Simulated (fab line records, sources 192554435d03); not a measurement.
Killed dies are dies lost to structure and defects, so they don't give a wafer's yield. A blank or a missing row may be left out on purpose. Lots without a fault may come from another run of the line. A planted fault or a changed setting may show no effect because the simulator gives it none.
Which tool did it? | flow n5_finfet | 11 lots, 33 wafers sampled, at 4 steps of a route of 1938

WHAT THE GAUGES READ, wafer by wafer
N5_WELL_APT_OVL_MEAS_09. Usual: NWELL_OVL 1 nm, standard deviation 5.8.
lot  | measured    | on         | NWELL_OVL (nm) | flag
L473 | day 1 13:49 | overlay-02 | -3 -10 3       |
L474 | day 1 19:35 | overlay-02 | -8 7 0         |
L475 | day 2 01:43 | overlay-01 | 5 17 7         |
L479 | day 3 01:50 | overlay-01 | 2 5 -1         |
L481 | day 3 14:06 | overlay-02 | -4 -6 5        |
L483 | day 4 01:55 | overlay-02 | 1 -1 -3        |
L485 | day 4 13:46 | overlay-02 | 3 -6 -3        |
L491 | day 6 01:50 | overlay-01 | 0 -1 4         |
L493 | day 6 13:35 | overlay-01 | 5 -1 -1        |
L494 | day 6 19:35 | overlay-01 | 1 1 8          |
L495 | day 7 01:35 | overlay-01 | -4 2 -6        |

N5_WELL_APT_INSPECT_38: inspects for defects (darkfield). Usual: raw_defect_count 13, standard deviation 5.5.
lot  | measured    | on                | raw_defect_count | flag
L473 | day 1 16:50 | defect_inspect-02 | 4 16 11          |
L474 | day 1 23:11 | defect_inspect-01 | 18 7 21          |
L475 | day 2 04:53 | defect_inspect-02 | 10 6 19          |
L479 | day 3 04:59 | defect_inspect-01 | 9 17 19          |
L481 | day 3 17:09 | defect_inspect-01 | 9 13 9           |
L483 | day 4 04:52 | defect_inspect-02 | 8 8 11           |
L485 | day 4 17:31 | defect_inspect-02 | 18 19 20         |
L491 | day 6 05:11 | defect_inspect-02 | 14 23 24         |
L493 | day 6 16:47 | defect_inspect-02 | 26 18 7          |
L494 | day 6 23:17 | defect_inspect-01 | 11 12 18         |
L495 | day 7 05:52 | defect_inspect-02 | 14 15 10         |

N5_PMOS_HMC_CHANNEL_EPI_CD_MEAS_09: target cd 237.4 nm. Usual: cd_nm 236.8 nm, standard deviation 0.87.
lot  | measured    | on        | cd_nm (nm)        | flag
L473 | day 1 17:09 | cd_sem-01 | 239.5 238.4 238.1 |
L474 | day 1 23:37 | cd_sem-02 | 235.5 235.9 235.9 |
L475 | day 2 05:19 | cd_sem-02 | 236.6 236.1 236.6 |
L479 | day 3 05:27 | cd_sem-01 | 237.9 237.6 236.4 |
L481 | day 3 17:28 | cd_sem-02 | 238.0 236.7 238.1 |
L483 | day 4 05:19 | cd_sem-01 | 235.9 236.0 235.4 |
L485 | day 4 17:58 | cd_sem-02 | 237.0 237.3 236.2 |
L491 | day 6 05:29 | cd_sem-02 | 258.1 300.5 303.9 | OFF
L493 | day 6 17:14 | cd_sem-02 | 236.4 236.0 235.9 |
L494 | day 6 23:44 | cd_sem-01 | 237.2 236.1 237.1 |
L495 | day 7 06:10 | cd_sem-01 | 236.5 238.2 237.4 |

WHICH TOOL RAN EACH LOT (tool, then ch and the chambers of the sampled wafers, then the start)
lot  | N5_PMOS_HMC_CHANNEL_EPI_EXPOSE_06
L473 | arfi_scanner-03 ch 0, day 1 17:01
L474 | arfi_scanner-01 ch 0, day 1 23:30
L475 | arfi_scanner-02 ch 0, day 2 05:12
L479 | arfi_scanner-01 ch 0, day 3 05:20
L481 | arfi_scanner-03 ch 0, day 3 17:20
L483 | arfi_scanner-02 ch 0, day 4 05:11
L485 | arfi_scanner-02 ch 0, day 4 17:50
L491 | arfi_scanner-02 ch 0, day 6 05:22
L493 | arfi_scanner-03 ch 0, day 6 17:07
L494 | arfi_scanner-01 ch 0, day 6 23:36
L495 | arfi_scanner-01 ch 0, day 7 06:03
- N5_PMOS_HMC_CHANNEL_EPI_EXPOSE_06: exposes mask PMOS HMC BLK, target cd 240 nm.

WHAT THE TOOLS THEMSELVES READ (means of the sampled wafers that have a number; where no wafer has one, the mark that the record gives instead)
N5_PMOS_HMC_CHANNEL_EPI_EXPOSE_06. Usual: exposure_dose_mJ_cm2 40.98, standard deviation 0.043; focus_offset_nm 0.0 nm, standard deviation 0.54.
lot  | tool            | exposure_dose_mJ_cm2 | focus_offset_nm (nm) | flag
L473 | arfi_scanner-03 | 41.05                | 0.5                  |
L474 | arfi_scanner-01 | 40.98                | 0.1                  |
L475 | arfi_scanner-02 | 40.96                | -0.5                 |
L479 | arfi_scanner-01 | 41.00                | -0.2                 |
L481 | arfi_scanner-03 | 40.92                | -0.3                 |
L483 | arfi_scanner-02 | 41.02                | -0.6                 |
L485 | arfi_scanner-02 | 41.00                | 0.7                  |
L491 | arfi_scanner-02 | 36.89                | 0.7                  | OFF
L493 | arfi_scanner-03 | 40.95                | 0.2                  |
L494 | arfi_scanner-01 | 41.06                | 0.2                  |
L495 | arfi_scanner-01 | 40.95                | -0.3                 |

THE ANSWER, worked out from the rows above alone
Rule: a lot is off if the mean of its wafers that have a number lies more than 3 standard deviations from the usual mean. A lot without any number at a reading at which 4 lots or more have one is off too. The other lots that the step has rows for count as sound. The gauges are gone through in route order, then the tools' own readings, and for those a lot's mean is taken as printed above. The first step at which some lot is off is used, and at that step the reading that is off furthest; a lot without a number counts as furthest.
Off: L491, at N5_PMOS_HMC_CHANNEL_EPI_CD_MEAS_09 (cd_nm).
A tool fits if, at a process step before that reading, it ran every lot that is off, and no sound lot after the first of them. The gauges at N5_PMOS_HMC_CHANNEL_EPI_CD_MEAS_09 aren't tried: what is off there is off at N5_PMOS_HMC_CHANNEL_EPI_EXPOSE_06 too, on other tools, and a gauge's error can't cause that. One fits: arfi_scanner-02 at N5_PMOS_HMC_CHANNEL_EPI_EXPOSE_06. Its last sound lot is L485 (day 4 17:50), its first lot that is off L491 (day 6 05:22): a fault that began between those two fits.
The tool's own readings at N5_PMOS_HMC_CHANNEL_EPI_EXPOSE_06 bear it out: on the lots that are off they differ by more than 5 times the standard deviation of the sound lots' means. exposure_dose_mJ_cm2 reads 36.89 there against 40.99 on the sound lots.

WHAT THE SIMULATOR HAD PUT IN
Process parameter drift: arfi_scanner-02, from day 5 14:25 on, at N5_PMOS_HMC_CHANNEL_EPI_EXPOSE_06. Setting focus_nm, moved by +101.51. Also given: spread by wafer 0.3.
Lots struck among those shown: L491. The rule above found the same.
